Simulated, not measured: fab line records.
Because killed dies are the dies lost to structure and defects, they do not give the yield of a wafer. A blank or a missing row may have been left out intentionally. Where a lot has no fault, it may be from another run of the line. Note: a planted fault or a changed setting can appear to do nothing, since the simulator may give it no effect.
Lot-split experiment + flow n5_finfet + 39 wafers read from 7 lots, route of 1938 steps

THE SPLIT ITSELF
At N5_MIM_TOP_ALD_01 (deposits HfO2, target thk 5.6 nm, pulse time 1 s, purge time 3 s), the setting ald_cycles was moved away from the recipe's 62 on 15 of the 39 wafers read, by -48.4% to +43.5%. All remaining wafers had this setting at the recipe value.

The reading is taken at the split's own step.

THE READING
HfO2_of_MIM_TOP_ALD_01.thk_nm (the simulator's own value, which no gauge read), in nm, at N5_MIM_TOP_ALD_01 (deposits HfO2, target thk 5.6 nm, pulse time 1 s, purge time 3 s). No usual value for it is given in the file.

| wafer  | tool, chamber at the split | ald_cycles as run | against the recipe | HfO2_of_MIM_TOP_ALD_01.thk_nm, nm | against lot-mates on the recipe |
|--------|----------------------------|-------------------|--------------------|-----------------------------------|---------------------------------|
| L079.1 | ald_hk-01, 0,1,0           | 62                | recipe             | 5.6                               | -                               |
| L079.3 | ald_hk-01, 0,1,0           | 62                | recipe             | 5.6                               | -                               |
| L079.6 | ald_hk-01, 0,1,0           | 62                | recipe             | 5.6                               | -                               |
| L079.2 | ald_hk-01, 2,3,1           | 38                | -38.7%             | 3.4                               | -2.2                            |
| L079.4 | ald_hk-01, 2,3,1           | 38                | -38.7%             | 3.4                               | -2.2                            |
| L079.5 | ald_hk-01, 2,3,1           | 38                | -38.7%             | 3.4                               | -2.2                            |
| L084.1 | ald_hk-01, 3,2,0,1,1,2     | 62                | recipe             | 5.6                               | -                               |
| L084.2 | ald_hk-01, 3,2,0,1,1,2     | 62                | recipe             | 5.6                               | -                               |
| L084.3 | ald_hk-01, 3,2,0,1,1,2     | 62                | recipe             | 5.6                               | -                               |
| L084.4 | ald_hk-01, 3,2,0,1,1,2     | 62                | recipe             | 5.6                               | -                               |
| L084.5 | ald_hk-01, 3,2,0,1,1,2     | 62                | recipe             | 5.6                               | -                               |
| L084.6 | ald_hk-01, 3,2,0,1,1,2     | 62                | recipe             | 5.6                               | -                               |
| L089.1 | ald_hk-02, 2,1,0           | 62                | recipe             | 5.6                               | -                               |
| L089.2 | ald_hk-02, 2,1,0           | 62                | recipe             | 5.6                               | -                               |
| L089.3 | ald_hk-02, 2,1,0           | 62                | recipe             | 5.6                               | -                               |
| L089.4 | ald_hk-02, 3,1,0           | 82                | +32.3%             | 7.4                               | +1.8                            |
| L089.5 | ald_hk-02, 3,1,0           | 82                | +32.3%             | 7.4                               | +1.8                            |
| L089.6 | ald_hk-02, 3,1,0           | 82                | +32.3%             | 7.4                               | +1.8                            |
| L088.1 | ald_hk-01, 1,3,0           | 62                | recipe             | 5.6                               | -                               |
| L088.2 | ald_hk-01, 1,3,0           | 62                | recipe             | 5.6                               | -                               |
| L088.4 | ald_hk-01, 1,3,0           | 62                | recipe             | 5.6                               | -                               |
| L088.3 | ald_hk-01, 2,1,2           | 89                | +43.5%             | 8                                 | +2.4                            |
| L088.5 | ald_hk-01, 2,1,2           | 89                | +43.5%             | 8                                 | +2.4                            |
| L088.6 | ald_hk-01, 2,1,2           | 89                | +43.5%             | 8                                 | +2.4                            |
| L092.1 | ald_hk-01, 0,1,2           | 32                | -48.4%             | 2.8                               | -2.8                            |
| L092.2 | ald_hk-01, 0,1,2           | 32                | -48.4%             | 2.8                               | -2.8                            |
| L092.5 | ald_hk-01, 0,1,2           | 32                | -48.4%             | 2.8                               | -2.8                            |
| L092.3 | ald_hk-01, 3,2,1           | 62                | recipe             | 5.6                               | -                               |
| L092.4 | ald_hk-01, 3,2,1           | 62                | recipe             | 5.6                               | -                               |
| L092.6 | ald_hk-01, 3,2,1           | 62                | recipe             | 5.6                               | -                               |
| L094.1 | ald_hk-01, 3,2,2           | 62                | recipe             | 5.6                               | -                               |
| L094.4 | ald_hk-01, 3,2,2           | 62                | recipe             | 5.6                               | -                               |
| L094.6 | ald_hk-01, 3,2,2           | 62                | recipe             | 5.6                               | -                               |
| L096.1 | ald_hk-02, 2,3,0           | 62                | recipe             | 5.6                               | -                               |
| L096.2 | ald_hk-02, 2,3,0           | 62                | recipe             | 5.6                               | -                               |
| L096.6 | ald_hk-02, 2,3,0           | 62                | recipe             | 5.6                               | -                               |
| L096.3 | ald_hk-02, 1               | 43                | -30.6%             | 4                                 | -1.6                            |
| L096.5 | ald_hk-02, 1               | 43                | -30.6%             | 4                                 | -1.6                            |
| L096.4 | ald_hk-02, 0               | 43                | -30.6%             | 3.8                               | -1.8                            |
Where a row lists several chambers, the file gives one row for several wafers and doesn't say which wafer went through which chamber.

FIT RESULTS
A straight line over all 39 wafers: HfO2_of_MIM_TOP_ALD_01.thk_nm changes by +0.0562 nm for each +1% of ald_cycles; r = +1.00; the points scatter about the line by 0.041 nm.
The same after taking each lot's own level away (the mean of its wafers on the recipe; 39 wafers): +0.0562 nm for each +1%; r = +1.00; scatter 0.041 nm.
Per that fit: largest ald_cycles move, reading shift of 2.7 nm.
The lots' own levels span 5.60 to 5.60 nm.
Hence the lot-to-lot level has little effect on the slope; both slopes agree.
Check: -2.72 nm against its lot-mates is what the line predicts for one of the wafers moved furthest among these (-48.4%) when that wafer is left out of the fit. Against them it came out at -2.8 nm.

OTHER SPLITS APPLIED TO THESE WAFERS
These wafers also went through other splits before the reading. Each is held against what the fit with the lots' levels taken away leaves over:
| other split on the same wafers      | wafers away from the commonest value | r with HfO2_of_MIM_TOP_ALD_01.thk_nm (lot level and that fit taken away) |
|-------------------------------------|--------------------------------------|--------------------------------------------------------------------------|
| N5_BEOL_M11_ILD_DEP_00 target_thk_a | 12                                   | -0.03                                                                    |
| N5_BEOL_M13_ETCH_59 time_s          | 9                                    | -0.28                                                                    |

FILE'S OWN FIT
HfO2_of_MIM_TOP_ALD_01.thk_nm changes by +0.0563 nm for each +1% of ald_cycles, r = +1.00.
